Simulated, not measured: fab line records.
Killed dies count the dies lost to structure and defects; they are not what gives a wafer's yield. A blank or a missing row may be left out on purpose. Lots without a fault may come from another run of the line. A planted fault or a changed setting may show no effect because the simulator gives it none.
fab line records | flow nandHarc
record lots=11 wafers=33 lastDay=33
route steps=1302 shown P_GATE@145 END@1302
lots that met no fault: taken from a fault-free run of the same line
startH: hours from the record's first day to the start of the lot's first wafer shown | waitH: time in hours since the lot's previous step | " repeats the value in the row above | L1.1+2: several wafers, shown together as one row | - value missing, or start not given | * or withheld: withheld | < > ~ a bound
route shown NAME@n: NAME is a module with steps in the file, n the number in the route of the first one | usual: average and standard deviation across the fault-free wafers | same: alike in all rows | chamber/n: place in a boat | sites: each site's reading | _std_site: standard deviation of those values | _edge_site: mean of outer sites minus mean of inner sites | radiusMm: for every site, how far away it sits from the centre of the wafer | mask NAME#n: copy n | behind: the tool/chamber that last shaped the wafer | hold: the reason the lot was held/the length of the hold in hours/how it ended | device: names the non-switching transistor (n, p or np) | end of line: the same wafers' tests at the end of the route | a step without rows: its recipe alone | killed: not the wafer's yield, but the dies lost to structure and defects at the first sort | map: a wafer's dies, x killed, . not, _ none there
set.NAME: the setting the step ran with; set.NAME@STEP: the setting that earlier step ran with | model.NAME: the simulator's own value behind a step, which no gauge read
one table for each step of the route and one row for each wafer, over a sample of lots
services: a tool's chamber out of use, with start hour (startH, from the record's first day; less than 0 if before it), hours out, and reason
## steps
# step NHARC_P_GATE_ETCH_104
# recipe targetDepthA=600 timeS=withheld cf4FlowSccm=100 chf3FlowSccm=30 arFlowSccm=0 rfW=500 biasW=200 chemistry=CF4/CHF3
# usual biasW=200.0/0.64 drypumpMotorCurrentA=5.6/0.39 oesProductAu=0.946/0.025 rfFwdPowerW=492.0/2.9 rfVppV=371.5/2 showerheadPlenumPTorr=1.60/0.056 throttleValvePct=16.801/0.0096
# columns lot.wafer tool chamber startH waitH biasW drypumpMotorCurrentA oesProductAu rfFwdPowerW rfVppV showerheadPlenumPTorr throttleValvePct
L765.4 rieDiel-02 2 96.71 0.1 200.7 6.1 0.971 492.7 370.7 1.61 16.814
L765.5 " 3 " " 200.6 5.6 0.983 491.8 369.0 1.50 16.790
L765.6 " 0 " " 199.5 5.1 0.979 492.4 371.3 1.55 16.805
L768.4 rieDiel-10 3 128.96 0.1 199.1 5.8 0.972 483.8 371.2 1.63 16.798
L768.1 " 1 " " 199.9 6.0 0.969 493.0 369.7 1.57 16.789
L768.6 " 0 " " 199.9 5.4 0.971 495.4 370.9 1.56 16.789
L769.4 rieDiel-10 3 132.31 0.1 199.7 5.7 0.957 487.9 372.6 1.62 16.799
L769.2 " 0 " " 199.7 5.3 0.922 497.3 370.7 1.56 16.792
L769.3 " 1 " " 199.5 6.0 0.943 493.1 371.3 1.57 16.807
L770.2 rieDiel-10 1 145.05 0.1 198.6 6.0 0.979 494.0 369.9 1.57 16.809
L770.4 " 2 " " 200.6 5.4 0.950 488.9 374.3 1.68 16.819
L770.6 " 0 " " 199.6 5.4 0.978 491.6 369.3 1.56 16.812
L771.2 rieDiel-10 0 155.11 0.1 201.6 5.4 0.932 494.4 370.2 1.56 16.799
L771.6 " 0 " " 201.2 5.4 0.929 493.2 369.3 1.56 16.790
L771.5 " 1 " " 198.9 6.0 0.939 494.4 368.2 1.57 16.810
L773.4 rieDiel-07 2 179.02 0.1 200.2 5.9 0.903 492.9 374.0 1.67 16.801
L773.1 " 3 " " 200.2 6.3 0.916 496.4 370.7 1.60 16.813
L773.6 " 1 " " 199.8 4.7 0.917 490.0 373.4 1.66 16.811
L779.2 rieDiel-02 3 244.92 0.1 199.5 5.6 0.971 494.9 368.1 1.50 16.820
L779.4 " 1 " " 199.8 5.6 0.980 486.3 374.9 1.65 16.808
L779.6 " 3 " " 199.9 5.6 0.974 493.4 368.7 1.50 16.804
L780.3 rieDiel-07 3 245.19 0.1 199.6 6.2 0.912 495.1 371.3 1.59 16.791
L780.2 " 0 " " 200.3 5.5 0.921 496.0 369.8 1.55 16.812
L780.6 " 2 " " 200.8 5.9 0.914 489.9 373.1 1.67 16.806
L781.1 rieDiel-10 2 263.51 0.1 200.3 5.5 0.950 491.5 372.4 1.68 16.815
L781.4 " 3 " " 199.7 5.8 0.983 489.6 372.2 1.62 16.801
L781.5 " 2 " " 199.8 5.5 0.956 490.5 373.3 1.68 16.807
L786.4 rieDiel-02 2 302.48 0.1 200.9 6.1 0.938 498.3 371.4 1.61 16.796
L786.1 " 3 " " 200.0 5.6 0.926 492.4 366.2 1.50 16.807
L786.3 " 1 " " 200.5 5.6 0.934 486.1 373.7 1.65 16.793
L788.4 rieDiel-02 2 327.01 0.1 200.1 6.1 0.957 498.0 371.9 1.61 16.802
L788.2 " 0 " " 200.2 5.1 0.952 491.7 370.3 1.55 16.799
L788.5 " 2 " " 200.9 6.1 0.967 495.0 371.6 1.61 16.794
# step NHARC_P_GATE_STRIP_108
# recipe o2FlowSccm=500 arFlowSccm=0 biasW=0 chemistry=O2
# usual drypumpMotorCurrentA=5.6/0.41 oesProductAu=1.002/0.011 rfVppV=57.9/0.88 showerheadPlenumPTorr=3.59/0.12 throttleValvePct=17.037/0.0085
# same biasW=0
# columns lot.wafer tool chamber startH waitH drypumpMotorCurrentA oesProductAu rfHoursCounterH rfVppV showerheadPlenumPTorr throttleValvePct
L765.4 rieDiel-07 0 97.25 - 5.5 1.001 11 58.0 3.49 17.028
L765.5 " 3 " " 6.3 0.997 - 58.7 3.58 17.042
L765.6 " 0 " " 5.5 0.997 - 58.0 3.49 17.049
L768.1 rieDiel-10 3 129.51 - 5.8 1.005 1 57.9 3.64 17.039
L768.4 " 2 " " 5.5 0.991 2 57.1 3.76 17.032
L768.6 " 3 " " 5.8 1.012 - 59.3 3.64 17.039
L769.3 rieDiel-02 2 132.86 - 6.1 1.018 4 57.8 3.61 17.032
L769.4 " 3 " " 5.6 1.021 3 58.0 3.37 17.045
L769.2 " 0 " " 5.1 1.011 3 57.0 3.49 17.037
L770.4 rieDiel-10 1 145.58 - 6.0 1.011 4 58.3 3.51 17.027
L770.2 " 3 " " 5.8 1.002 3 58.5 3.64 17.043
L770.6 " 2 " " 5.5 0.993 - 57.2 3.76 17.030
L771.2 rieDiel-07 0 155.69 - 5.5 0.992 1 57.7 3.49 17.050
L771.5 " 1 " " 4.7 1.005 - 59.4 3.71 17.041
L771.6 " 2 " " 5.9 0.975 - 58.0 3.74 17.044
L773.4 rieDiel-07 1 179.56 - 4.7 0.984 3 57.4 3.71 17.030
L773.1 " 2 " " 5.9 0.982 3 59.3 3.74 17.035
L773.6 " 0 " " 5.5 0.993 - 57.2 3.49 17.030
L779.2 rieDiel-02 0 245.45 - 5.1 1.006 2 57.6 3.48 17.044
L779.4 " 3 " " 5.6 1.011 2 57.8 3.36 17.035
L779.6 " 1 " " 5.6 1.005 - 58.0 3.69 17.022
L780.2 rieDiel-07 2 245.74 - 5.9 0.981 7 57.7 3.73 17.049
L780.3 " 0 " " 5.5 0.995 7 58.1 3.48 17.051
L780.6 " 2 " " 5.9 0.977 - 57.8 3.73 17.043
L781.1 rieDiel-02 3 264.08 - 5.6 0.995 2 57.7 3.36 17.035
L781.4 " 3 " " 5.6 1.006 - 59.1 3.36 17.034
L781.5 " 0 " " 5.1 1.006 - 58.1 3.48 17.043
L786.1 rieDiel-02 1 303.07 - 5.6 1.002 5 56.7 3.69 17.034
L786.4 " 2 " " 6.1 1.016 5 57.5 3.60 17.025
L786.3 " 0 " " 5.1 1.007 5 57.9 3.48 17.046
L788.2 rieDiel-02 1 327.55 - 5.6 1.007 7 57.8 3.69 17.038
L788.4 " 3 " " 5.6 1.012 6 57.4 3.36 17.046
L788.5 " 1 " " 5.6 1.011 - 57.2 3.69 17.037
# step NHARC_P_GATE_EXPOSE_56
# recipe na=0.6 targetCdNm=720 doseMj=14.81 maskId=P_PSD
# columns lot.wafer tool chamber startH waitH mask
L765.4+5+6 krfScanner-02 0 109.81 - P_PSD#0
L768.1+4+6 krfScanner-04 0 142.26 - P_PSD#0
L769.2+3+4 krfScanner-02 0 145.47 - P_PSD#0
L770.2+4+6 krfScanner-02 0 158.20 - P_NSD#0
L771.2+5+6 krfScanner-02 0 170.19 - P_PSD#0
L773.1+4+6 krfScanner-03 0 192.23 - P_PSD#0
L779.2+4+6 krfScanner-02 0 258.23 - P_PSD#0
L780.2+3+6 krfScanner-04 0 258.60 - P_PSD#0
L781.1+4+5 krfScanner-02 0 276.80 - P_PSD#0
L786.1+3+4 krfScanner-02 0 315.67 - P_PSD#0
L788.2+4+5 krfScanner-04 0 341.29 - P_PSD#0
# step NHARC_P_GATE_CD_MEAS_59
# recipe targetCdNm=720 landingEnergyEv=500
# usual cdNm=720.7/1.8
# columns lot.wafer tool chamber startH waitH cdNm
L765.4 cdSem-02 0 109.96 - 722.1
L765.5 " 0 " " 722.0
L765.6 " 0 " " 719.4
L768.1 cdSem-01 0 142.42 - 720.7
L768.4 " 0 " " 722.2
L768.6 " 0 " " 722.9
L769.2 cdSem-02 0 145.63 - 722.6
L769.3 " 0 " " 722.6
L769.4 " 0 " " 722.2
L770.2 cdSem-03 0 158.35 - -
L770.4 " 0 " " -
L770.6 " 0 " " -
L771.2 cdSem-02 0 170.35 - 720.3
L771.5 " 0 " " 716.4
L771.6 " 0 " " 719.5
L773.1 cdSem-02 0 192.39 - 723.8
L773.4 " 0 " " 721.5
L773.6 " 0 " " 724.2
L779.2 cdSem-03 0 258.39 - 717.9
L779.4 " 0 " " 719.4
L779.6 " 0 " " 721.5
L780.2 cdSem-03 0 258.75 - 720.7
L780.3 " 0 " " 720.0
L780.6 " 0 " " 720.8
L781.1 cdSem-03 0 276.95 - 717.8
L781.4 " 0 " " 718.2
L781.5 " 0 " " 717.1
L786.1 cdSem-01 0 315.82 - 718.1
L786.3 " 0 " " 722.0
L786.4 " 0 " " 715.8
L788.2 cdSem-02 0 341.45 - 722.5
L788.4 " 0 " " 720.3
L788.5 " 0 " " 720.7
# step NHARC_P_GATE_STRIP_112
# recipe powerW=1500 tempC=110 timeS=200 chemistry=N2/H2
# usual drypumpMotorCurrentA=5.3/0.32 heaterPowerW=88/14 rfReflPowerW=14/3.1
# columns lot.wafer tool chamber startH waitH drypumpMotorCurrentA heaterPowerW rfHoursCounterH rfReflPowerW
L765.4 plasmaAsher-01 1 110.59 0.2 5.7 83 - 12
L765.5 " 1 " " 5.7 83 - 12
L765.6 " 0 " " 5.2 108 - 12
L768.1 plasmaAsher-02 1 142.95 0.2 4.8 70 17 17
L768.4 " 1 " " 4.8 70 - 17
L768.6 " 1 " " 4.8 68 - 16
L769.2 plasmaAsher-02 1 146.20 0.2 4.8 70 18 16
L769.3 " 0 " " 5.4 85 - 19
L769.4 " 1 " " 4.8 71 - 16
L770.2 plasmaAsher-01 1 158.88 0.2 5.7 83 29 12
L770.4 " 0 " " 5.2 108 - 11
L770.6 " 1 " " 5.7 81 - 12
L771.2 plasmaAsher-02 1 172.35 1.6 4.8 71 24 17
L771.5 " 1 " " 4.8 68 - 17
L771.6 " 0 " " 5.5 85 - 19
L773.1 plasmaAsher-01 0 192.92 0.2 5.2 109 4 12
L773.4 " 1 " " 5.7 83 - 12
L773.6 " 1 " " 5.7 82 - 12
L779.2 plasmaAsher-01 0 258.96 0.2 5.2 110 18 12
L779.4 " 1 " " 5.7 85 - 11
L779.6 " 1 " " 5.7 84 - 11
L780.2 plasmaAsher-02 0 259.28 0.2 5.5 83 0 18
L780.3 " 0 " " 5.4 85 - 19
L780.6 " 0 " " 5.4 84 - 19
L781.1 plasmaAsher-01 1 277.48 0.2 5.7 85 21 12
L781.4 " 1 " " 5.7 81 - 12
L781.5 " 0 " " 5.2 108 - 12
L786.1 plasmaAsher-01 1 316.35 0.2 5.7 84 30 12
L786.4 " 1 " " 5.7 83 - 11
L786.3 " 0 " " 5.2 107 - 12
L788.2 plasmaAsher-01 0 342.02 0.2 5.2 107 34 13
L788.4 " 0 " " 5.2 107 - 11
L788.5 " 0 " " 5.2 107 - 12
# step NHARC_END_SORT_01
# recipe tempC=25
# usual killedAtArray=55/20 killedAtOther=1.2/1.3 killedAtPeriphery=4.0/3 killedDies=60/21 killedOpen=3.2/1.9 killedShort=2.5/1.6
# same grossDies=677
# columns lot.wafer tool chamber startH waitH killedAtArray killedAtOther killedAtPeriphery killedDies killedOpen killedShort
L770.2 prober-02 0 606.74 2.8 61 4 612 677 4 5
L770.4 prober-02 0 608.32 3.4 52 1 624 677 6 0
L770.6 prober-02 0 609.90 4.0 55 2 620 677 4 2
# killed by level:class
L770.2 P_GATE:areaExpose=611 A_CHANNEL_HOLE_D1:chamberFilmFlake=35 A_CHANNEL_HOLE_D2:chamberFilmFlake=11 THIN_TSV:chamberFilmFlake=4 A_ONON_D1:geometricParticle:short=2 A_CHANNEL_FILL_D1:chamberFilmFlake=2 A_CONTACT:chamberFilmFlake=2 A_M1:chamberFilmFlake=2
L770.4 P_GATE:areaExpose=624 A_CHANNEL_HOLE_D1:chamberFilmFlake=27 A_CHANNEL_HOLE_D2:chamberFilmFlake=11 A_BLC:geometricParticle:open=2 A_M0:geometricParticle:open=2 A_CHANNEL_FILL_D1:chamberFilmFlake=2 A_CHANNEL_FILL_D2:geometricParticle:open=1 A_SGD_CUT:geometricParticle:open=1
L770.6 P_GATE:areaExpose=617 A_CHANNEL_HOLE_D1:chamberFilmFlake=31 A_CHANNEL_HOLE_D2:chamberFilmFlake=17 A_SLIT:chamberFilmFlake=2 THIN_TSV:chamberFilmFlake=2 P_GATE:geometricParticle:open=1 P_M1:geometricParticle:open=1 A_SGD_CUT:geometricParticle:open=1
## services
# columns tool chamber startH hours kind
plasmaAsher-01 - 76.70 25.5 repair
krfScanner-02 - 94.50 4.0 pm
rieDiel-10 3 105.27 19.9 repair
rieDiel-07 3 106.23 5.0 repair
rieDiel-07 - 117.20 9.0 pm
krfScanner-02 - 119.82 0.5 repair
plasmaAsher-01 - 153.82 1.4 repair
plasmaAsher-01 - 165.11 9.0 pm
rieDiel-07 3 165.80 4.2 repair
krfScanner-04 - 168.93 0.6 repair
plasmaAsher-02 - 170.24 1.8 repair
krfScanner-04 - 182.02 4.0 pm
rieDiel-02 - 217.02 9.0 pm
rieDiel-10 1 227.91 13.4 repair
rieDiel-10 - 242.50 9.0 pm
plasmaAsher-02 - 249.12 9.0 pm
krfScanner-02 - 249.60 0.6 repair
rieDiel-02 2 263.44 4.9 repair
krfScanner-02 - 266.50 4.0 pm
rieDiel-07 2 266.82 4.5 repair
rieDiel-07 1 280.35 4.8 repair
rieDiel-07 - 294.20 9.0 pm
rieDiel-02 - 317.89 2.4 repair
krfScanner-02 - 336.60 2.1 repair
## key
firstSign step=NHARC_P_GATE_EXPOSE_56 reading=mask direction=changed
effect step=NHARC_P_GATE_CD_MEAS_59 reading=cdNm direction=missing
effect step=NHARC_END_SORT_01 reading=killedAtPeriphery direction=up sigmas=99+ usual=4.0 struck=618.7
moreKillsBornAt NHARC_P_GATE_EXPOSE_56@krfScanner-02=1852
metAt NHARC_P_GATE_EXPOSE_56
struckLots L770
laterRowsLeftOut L770.2,L770.4,L770.6
testerLeftOut L770
notActingAt NHARC_P_GATE_ETCH_104,NHARC_P_GATE_STRIP_108,NHARC_P_GATE_STRIP_112
onsetBetween 145.47 158.20
fault kind=wrongMask tool=any chamber=- onsetH=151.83 steps=NHARC_P_GATE_EXPOSE_56 auxCopy=P_NSD#0 scope=struckLotsOnly
# testerLeftOut: of these lots the tester's yield and bins aren't shown, on N5 and GAA mostly nor the transistor test; their killed dies are dies lost to structure and defects alone, not to doping, threshold or leakage, so they don't give the yield
# laterRowsLeftOut: the simulator's readings of these wafers behind a module that went badly wrong aren't trusted and aren't shown, but for the sort
